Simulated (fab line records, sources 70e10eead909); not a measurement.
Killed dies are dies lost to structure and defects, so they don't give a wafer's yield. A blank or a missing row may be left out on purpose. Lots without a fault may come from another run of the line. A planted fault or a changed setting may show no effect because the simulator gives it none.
fab line records | flow nand_harc
record lots=7 wafers=21 last_day=29
route steps=1302 shown THIN_TSV@1244
lots that met no fault: from a run of the same line without faults
start_h: hours from the record's first day to the start of the lot's first wafer shown | wait_h: hours since the lot's step before | " the same as in the row above | L1.1+2: a row that stands for several wafers | - no value, or no start given | * or withheld: withheld | < > ~ a bound
route shown NAME@n: a module of which the file shows steps, and the number in the route of the first | usual: mean/standard deviation of fault-free wafers | same: alike in all rows | chamber/n: place in a boat | sites: the reading at each site | _std_site: their standard deviation | _edge_site: outer sites' mean less inner sites' | radius_mm: how far each site lies from the wafer's centre | mask NAME#n: copy n | behind: the tool/chamber that last shaped the wafer | hold: why the lot was held/for how many hours/how that ended | device: the transistor (n, p or np) that didn't switch | end of line: the same wafers' tests at the end of the route | a step without rows: its recipe alone | killed: dies lost to structure and defects at the first sort, not the wafer's yield | map: a wafer's dies, x killed, . not, _ none there
set.NAME: the setting as run; set.NAME@STEP: as run at that earlier step | model.NAME: the simulator's own value behind a step, which no gauge read
lots at some steps of the route; a table a step, a row a wafer
services: from which hour (start_h, from the record's first day; less than 0 if before it) a tool's chamber was out of use, for how many hours, and why
## steps
# step NHARC_THIN_TSV_GRIND_00
# recipe target_thk_um=6
# usual motor_current_A=11.998/0.02
# columns lot.wafer tool chamber start_h wait_h motor_current_A
L814.1 grinder-01 0 584.90 34.4 12.020
L814.3 " 0 " " 12.017
L814.4 " 0 " " 11.991
L813.1 grinder-01 0 586.10 35.7 12.008
L813.4 " 0 " " 12.011
L813.5 " 0 " " 12.037
L822.2 grinder-01 0 644.29 0.3 11.998
L822.4 " 0 " " 11.962
L822.5 " 0 " " 11.985
L825.3 grinder-01 0 660.02 0.5 11.989
L825.4 " 0 " " 12.014
L825.5 " 0 " " 11.963
L824.4 grinder-01 0 668.10 0.8 12.001
L824.5 " 0 " " 11.993
L824.6 " 0 " " 12.022
L827.4 grinder-01 0 681.53 0.7 12.054
L827.5 " 0 " " 11.986
L827.6 " 0 " " 12.008
L826.1 grinder-01 0 682.12 1.3 11.977
L826.3 " 0 " " 11.984
L826.4 " 0 " " 12.024
# step NHARC_THIN_TSV_CMP_01
# recipe target_thk_um=3
# usual motor_current_A=11.8/1.6
# columns lot.wafer tool chamber start_h wait_h motor_current_A
L814.4 cmp-04 3 586.13 0.4 15.9
L814.1 " 0 " " 13.4
L814.3 " 1 " " 10.1
L813.4 cmp-01 1 587.33 0.4 13.2
L813.1 " 2 " " 11.5
L813.5 " 2 " " 11.1
L822.2 cmp-01 2 645.34 0.8 10.9
L822.4 " 0 " " 11.2
L822.5 " 1 " " 12.5
L825.3 cmp-04 0 660.83 0.6 13.2
L825.4 " 1 " " 10.4
L825.5 " 0 " " 13.1
L824.4 cmp-01 1 668.73 0.4 12.8
L824.5 " 1 " " 12.1
L824.6 " 2 " " 10.9
L827.4 cmp-04 2 682.15 0.4 10.0
L827.5 " 2 " " 10.2
L827.6 " 3 " " 15.9
L826.4 cmp-04 3 683.35 0.4 15.5
L826.1 " 1 " " 10.5
L826.3 " 2 " " 10.3
# step NHARC_THIN_TSV_THK_MEAS_02
# recipe thk_meas_gauge=ir
# usual thk_nm=3011/200
# columns lot.wafer tool chamber start_h wait_h thk_nm
L814.1 film_metro-01 - 586.40 - 2722
L814.3 " - " " 2780
L814.4 " - " " 3227
L813.1 film_metro-01 - 587.59 - 2957
L813.4 " - " " 3054
L813.5 " - " " 3288
L822.2 film_metro-02 - 645.58 - 2796
L822.4 " - " " 2969
L822.5 " - " " 3112
L825.3 film_metro-01 - 661.09 0.2 2927
L825.4 " - " " 3286
L825.5 " - " " 2853
L824.4 film_metro-01 - 669.00 0.2 3006
L824.5 " - " " 3078
L824.6 " - " " 3026
L827.4 film_metro-01 - 682.41 - 2666
L827.5 " - " " 2711
L827.6 " - " " 2726
L826.1 film_metro-01 - 683.61 - 3183
L826.3 " - " " 2770
L826.4 " - " " 2689
# step NHARC_THIN_TSV_SRD_03
# step NHARC_THIN_TSV_PRECLEAN_41
# recipe time_s=* temp_c=50 bath_age_min=0 chemistry=SC1
# step NHARC_THIN_TSV_SRD_42
# step NHARC_THIN_TSV_DEP_43
# recipe target_thk_a=13285 temp_c=withheld pressure_torr=6.5 rf_w=900 teos_flow_sccm=161.4 flow_sccm=2650 target_thk_nm=1328.5 gas=O2 material=SiO2
# usual chamber_pressure_Torr=6.501/0.015 throttle_valve_pct=15.8/0.41
# columns lot.wafer tool chamber start_h wait_h chamber_pressure_Torr throttle_valve_pct
L814.1 pecvd-01 0 586.79 - 6.495 15.7
L814.3 " 2 " " 6.509 15.8
L814.4 " 2 " " 6.522 16.1
L813.1 pecvd-01 1 587.90 - 6.536 15.2
L813.4 " 0 " " 6.493 15.9
L813.5 " 1 " " 6.503 15.2
L822.2 pecvd-01 1 645.84 - 6.503 15.5
L822.4 " 2 " " 6.485 15.8
L822.5 " 0 " " 6.491 16.1
L825.3 pecvd-02 0 661.41 - 6.511 15.8
L825.4 " 1 " " 6.508 15.7
L825.5 " 0 " " 6.501 15.9
L824.5 pecvd-01 2 669.45 - 6.499 16.1
L824.4 " 0 " " 6.512 16.5
L824.6 " 1 " " 6.529 15.4
L827.5 pecvd-02 1 682.77 - 6.492 15.5
L827.4 " 2 " " 6.509 16.2
L827.6 " 0 " " 6.486 15.7
L826.3 pecvd-04 2 683.83 - 6.516 15.4
L826.1 " 0 " " 6.492 14.8
L826.4 " 1 " " 6.498 16.3
# step NHARC_THIN_TSV_DEHYDRATE_04
# recipe temp_c=150 time_s=120
# step NHARC_THIN_TSV_HMDS_05
# recipe time_s=30
# step NHARC_THIN_TSV_COAT_06
# recipe spin_rpm=*
# step NHARC_THIN_TSV_SOFTBAKE_07
# recipe temp_c=122 time_s=95
# step NHARC_THIN_TSV_EBR_08
# step NHARC_THIN_TSV_EXPOSE_09
# recipe na=0.55 dose_mj=30.7 mask_id=TSV
# usual exposure_dose_mJ_cm2=30.704/0.028 focus_offset_nm=-0.1/0.5 reticle_temp_C=22.98/0.12 stage_vel_mm_s=499.99/0.23
# columns lot.wafer tool chamber start_h wait_h mask exposure_dose_mJ_cm2 focus_offset_nm reticle_temp_C stage_vel_mm_s
L814.1 krf_scanner-01 0 587.34 - TSV#0 30.685 0.0 23.20 499.95
L814.3 " 0 " " TSV#0 30.697 0.5 23.07 500.35
L814.4 " 0 " " TSV#0 30.724 -0.2 23.19 499.92
L813.1 krf_scanner-02 0 588.49 - TSV#0 30.703 0.6 22.76 499.74
L813.4 " 0 " " TSV#0 30.736 0.5 22.75 500.13
L813.5 " 0 " " TSV#0 30.705 -0.1 22.94 500.21
L822.2 krf_scanner-02 - 646.52 - TSV#0 - - - -
L822.4 " - " " TSV#0 - - - -
L822.5 " - " " TSV#0 - - - -
L825.3 krf_scanner-02 - 661.88 - TSV#0 - - - -
L825.4 " - " " TSV#0 - - - -
L825.5 " - " " TSV#0 - - - -
L824.4 krf_scanner-02 - 669.89 - TSV#0 - - - -
L824.5 " - " " TSV#0 - - - -
L824.6 " - " " TSV#0 - - - -
L827.4 krf_scanner-01 0 683.33 - TSV#0 30.718 0.7 22.89 500.14
L827.5 " 0 " " TSV#0 30.719 -0.3 22.84 500.11
L827.6 " 0 " " TSV#0 30.707 -0.2 23.00 499.90
L826.1 krf_scanner-01 0 684.39 - TSV#0 30.713 0.6 23.10 500.34
L826.3 " 0 " " TSV#0 30.744 -0.5 23.02 500.30
L826.4 " 0 " " TSV#0 30.677 0.8 23.06 500.34
# step NHARC_THIN_TSV_PEB_10
# recipe peb_temp_c=118 peb_time_s=85
## services
# columns tool chamber start_h hours kind
cmp-01 - 561.89 1.9 repair
pecvd-02 2 565.82 2.4 repair
pecvd-01 - 572.57 1.1 repair
pecvd-04 - 573.26 0.7 repair
cmp-01 - 579.55 4.0 pm
cmp-01 - 584.17 1.4 repair
pecvd-02 - 589.00 13.0 pm
krf_scanner-01 - 589.84 3.2 repair
cmp-04 - 593.63 0.8 repair
krf_scanner-02 - 612.76 4.0 pm
pecvd-04 - 631.08 13.0 pm
cmp-04 - 637.43 4.0 pm
cmp-04 - 641.43 - consumable_replace:conditioner
cmp-04 - 641.43 - consumable_replace:pad
krf_scanner-01 - 650.08 0.8 repair
krf_scanner-01 - 656.00 4.0 pm
cmp-04 - 668.46 0.8 repair
pecvd-01 2 671.11 5.5 repair
pecvd-01 - 673.00 13.0 pm
pecvd-01 0 673.00 13.0 vent_cycle
pecvd-01 1 673.00 13.0 vent_cycle
pecvd-04 0 674.02 8.6 repair
cmp-01 - 677.55 4.0 pm
krf_scanner-02 - 681.45 1.9 repair
## key
first_sign step=NHARC_THIN_TSV_EXPOSE_09 reading=tool_record direction=missing
effect none on later readings
met_at NHARC_THIN_TSV_EXPOSE_09
struck_wafers L822.2,L822.4,L822.5,L824.4,L824.5,L824.6,L825.3,L825.4,L825.5
later_rows_left_out L822.2,L822.4,L822.5,L824.4,L824.5,L824.6,L825.3,L825.4,L825.5
sort_left_out L822.2,L822.4,L822.5,L824.4,L824.5,L824.6,L825.3,L825.4,L825.5
onset_between 588.49 646.52
fault kind=skipped_step_whole tool=krf_scanner-02 chamber=- onset_h=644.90 steps=NHARC_THIN_TSV_EXPOSE_09 scope=struck_lots_only
# sort_left_out: the simulated sort isn't trusted on such a fault, so these wafers' sort isn't shown, and their yield isn't known
# later_rows_left_out: the simulator's readings of these wafers behind a module that went badly wrong aren't trusted and aren't shown, but for the sort
